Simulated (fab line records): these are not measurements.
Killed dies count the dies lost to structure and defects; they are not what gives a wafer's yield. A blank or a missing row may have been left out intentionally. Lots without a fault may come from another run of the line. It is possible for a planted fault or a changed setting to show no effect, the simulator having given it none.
Split-lot experiment ; flow n5Finfet ; route with 1938 steps; 7 lots, 39 wafers read

THE SPLIT
At N5_PMOS_HMC_CHANNEL_EPI_EPI_20 (deposits SiGe30, target thk 59 nm), the setting pressureTorr was moved away from the recipe's 20 Torr on 30 of the 39 wafers read, by -15.1% to +12.4%. For the rest of the wafers, this setting stayed at what the recipe calls for.

The reading is taken at the split's own step.

THE READING
SiGe30_of_PMOS_HMC_CHANNEL_EPI_EPI_20.thkNm (the simulator's own value, which no gauge read), in nm, at N5_PMOS_HMC_CHANNEL_EPI_EPI_20 (deposits SiGe30, target thk 59 nm). No usual value for it is given in the file. Average 59.09 nm, standard deviation 0.67 nm, over the 9 wafers here run with the recipe.

wafer;tool, chamber at the split;pressureTorr as run, Torr;against the recipe;SiGe30_of_PMOS_HMC_CHANNEL_EPI_EPI_20.thkNm, nm;against lot-mates on the recipe
L075.1;epiRpcvd-02, 0;20;recipe;58.74;-
L075.2;epiRpcvd-02, 0;20;recipe;59.58;-
L075.3;epiRpcvd-02, 0;20;recipe;58.55;-
L075.4;epiRpcvd-02, 0;20;recipe;58.06;-
L075.5;epiRpcvd-02, 0;20;recipe;59.54;-
L075.6;epiRpcvd-02, 0;20;recipe;58.37;-
L077.1;epiRpcvd-01, 0;20.91;+4.6%;58.75;no lot-mate on the recipe
L077.2;epiRpcvd-01, 0;20.91;+4.6%;59.07;no lot-mate on the recipe
L077.3;epiRpcvd-01, 0;20.91;+4.6%;58.78;no lot-mate on the recipe
L077.4;epiRpcvd-01, 0;20.91;+4.6%;58.74;no lot-mate on the recipe
L077.5;epiRpcvd-01, 0;20.91;+4.6%;58.43;no lot-mate on the recipe
L077.6;epiRpcvd-01, 0;20.91;+4.6%;58.53;no lot-mate on the recipe
L083.1;epiRpcvd-04, 0;22.25;+11.3%;61.71;no lot-mate on the recipe
L083.2;epiRpcvd-04, 0;22.25;+11.3%;61.56;no lot-mate on the recipe
L083.3;epiRpcvd-04, 0;22.25;+11.3%;61.28;no lot-mate on the recipe
L083.4;epiRpcvd-04, 0;22.25;+11.3%;61.06;no lot-mate on the recipe
L083.5;epiRpcvd-04, 0;22.25;+11.3%;61.53;no lot-mate on the recipe
L083.6;epiRpcvd-04, 0;22.25;+11.3%;61.32;no lot-mate on the recipe
L088.1;epiRpcvd-01, 0;21.77;+8.9%;59.58;no lot-mate on the recipe
L088.2;epiRpcvd-01, 0;21.77;+8.9%;60.5;no lot-mate on the recipe
L088.3;epiRpcvd-01, 0;21.77;+8.9%;59.86;no lot-mate on the recipe
L088.4;epiRpcvd-01, 0;21.77;+8.9%;59.46;no lot-mate on the recipe
L088.5;epiRpcvd-01, 0;21.77;+8.9%;59.71;no lot-mate on the recipe
L088.6;epiRpcvd-01, 0;21.77;+8.9%;59.42;no lot-mate on the recipe
L092.2;epiRpcvd-01, 0;20;recipe;58.97;-
L092.3;epiRpcvd-01, 0;20;recipe;60.14;-
L092.4;epiRpcvd-01, 0;20;recipe;59.82;-
L094.1;epiRpcvd-04, 0;22.49;+12.4%;60.5;no lot-mate on the recipe
L094.2;epiRpcvd-04, 0;22.49;+12.4%;60.77;no lot-mate on the recipe
L094.3;epiRpcvd-04, 0;22.49;+12.4%;61.34;no lot-mate on the recipe
L094.4;epiRpcvd-04, 0;22.49;+12.4%;60.36;no lot-mate on the recipe
L094.5;epiRpcvd-04, 0;22.49;+12.4%;60.69;no lot-mate on the recipe
L094.6;epiRpcvd-04, 0;22.49;+12.4%;60.22;no lot-mate on the recipe
L097.1;epiRpcvd-04, 0;16.99;-15.1%;55.36;no lot-mate on the recipe
L097.2;epiRpcvd-04, 0;16.99;-15.1%;54.81;no lot-mate on the recipe
L097.3;epiRpcvd-04, 0;16.99;-15.1%;55.87;no lot-mate on the recipe
L097.4;epiRpcvd-04, 0;16.99;-15.1%;54.93;no lot-mate on the recipe
L097.5;epiRpcvd-04, 0;16.99;-15.1%;54.99;no lot-mate on the recipe
L097.6;epiRpcvd-04, 0;16.99;-15.1%;54.31;no lot-mate on the recipe

THE FIT
A straight line over all 39 wafers: SiGe30_of_PMOS_HMC_CHANNEL_EPI_EPI_20.thkNm changes by +0.207 nm for each +1% of pressureTorr; r = +0.94; the points scatter about the line by 0.72 nm.
Too few moved wafers with a lot-mate on the recipe to fit a line net of each lot's own level.

FILE'S OWN FIT
SiGe30_of_PMOS_HMC_CHANNEL_EPI_EPI_20.thkNm changes by +0.207 nm for each +1% of pressureTorr, r = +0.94.
